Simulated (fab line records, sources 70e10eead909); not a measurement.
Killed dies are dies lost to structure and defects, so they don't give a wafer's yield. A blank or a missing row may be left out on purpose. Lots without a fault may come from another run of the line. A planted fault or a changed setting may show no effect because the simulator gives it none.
A struck lot beside a sound one | flow nand_harc | 15 steps out of a route of 1302
Sound: wafers L353.1, L353.2, L353.4. Struck: wafers L366.1, L366.4, L366.5. The cause comes at the end.
At each step with rows: each side's tool, then ch and its chambers, then its first start. Under that, the readings that differ: sound wafers | struck wafers | difference of the means | sigmas: that difference in standard deviations of wafers without a fault.
alike: readings whose means differ by less than 2 such deviations, and words and numbers that are the same on both sides. not compared: withheld readings, readings that some wafer has no value for, bounds like >300 that may hide the same value, and numbers for which the record gives no deviation and whose values overlap.
The two part at a step that has a row with sigmas, a row that says differs or no value, or rows on one side only. Numbers that don't overlap but have no deviation are shown without sigmas and don't part them. A reading that every wafer of one side lacks parts them only if that side has two wafers or more.

NHARC_A_STAIRCASE_ETCH_253: etches the open film in C4F8/O2, target depth 50 nm, time 20.2 s.
  sound on rie_diel-03 ch 0,1,2, day 17 06:47; struck on rie_diel-03 ch 1,2,3, day 22 02:37
  alike: chamber_pressure_mTorr, oes_product_au, rf_vpp_V
  not compared: rf_hours_counter_h
NHARC_A_STAIRCASE_STRIP_254: strips in O2.
  sound on plasma_asher-02 ch 0,1, day 17 06:52; struck on plasma_asher-02 ch 0,1, day 22 02:41
  alike: drypump_motor_current_A, heater_power_w
  not compared: rf_hours_counter_h
then, 3 steps without rows for these wafers: NHARC_A_STAIRCASE_STRIP_255 (strips in SPM, time 900 s); NHARC_A_STAIRCASE_PRECLEAN_256 (cleans in SC1); NHARC_A_STAIRCASE_SRD_257.
NHARC_A_STAIRCASE_HM_DEP_456: deposits aC, target thk 3100 nm.
  sound on acl_dep-01 ch 0, day 17 09:44; struck on acl_dep-03 ch 0, day 22 06:31
  alike: throttle_valve_pct
NHARC_A_STAIRCASE_DEP_259: deposits SiON, target thk 30 nm.
  sound on pecvd-02 ch 0,1,2, day 17 11:40; struck on pecvd-03 ch 0,2, day 22 08:22
  alike: heater_power_outer_w, heater_power_w
then, 5 steps without rows for these wafers: NHARC_A_STAIRCASE_DEHYDRATE_260 (time 120 s); NHARC_A_STAIRCASE_HMDS_261 (time 30 s); NHARC_A_STAIRCASE_COAT_262; NHARC_A_STAIRCASE_SOFTBAKE_263 (time 170 s); NHARC_A_STAIRCASE_EBR_264.
NHARC_A_STAIRCASE_EXPOSE_265: exposes mask CHOP 200.
  sound on krf_scanner-01 ch 0, day 17 12:07; struck on krf_scanner-02 ch 0, day 22 08:58
  reading              | sound                | struck               | difference | sigmas
  exposure_dose_mJ_cm2 | 25.016 25.009 25.008 | 23.867 23.886 23.904 | -1.125     | -47
  alike: mask
then, 1 step without rows for these wafers: NHARC_A_STAIRCASE_PEB_266 (peb time 130 s).
-- the record jumps here: 8 days lie between the struck wafers' starts before and after (it left off in module A_STAIRCASE and takes up again in module END, whose first step shown is number 1302 of the route) --
NHARC_END_SORT_01:
  sound on prober-01 ch 0, day 25 12:40; struck on prober-01 ch 0, day 30 09:43
  reading             | sound | struck | difference | sigmas
  killed_at_periphery | 0 3 1 | 9      | +8         | +3
  alike: killed_at_array, killed_at_other, killed_dies, killed_open, killed_short

WHERE THEY PART
First at NHARC_A_STAIRCASE_EXPOSE_265; last, within this record, at NHARC_END_SORT_01.

WHY: what the simulator had put in
Process parameter drift: krf_scanner-02, from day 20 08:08 on, at NHARC_A_STAIRCASE_EXPOSE_265. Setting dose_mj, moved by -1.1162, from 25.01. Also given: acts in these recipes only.
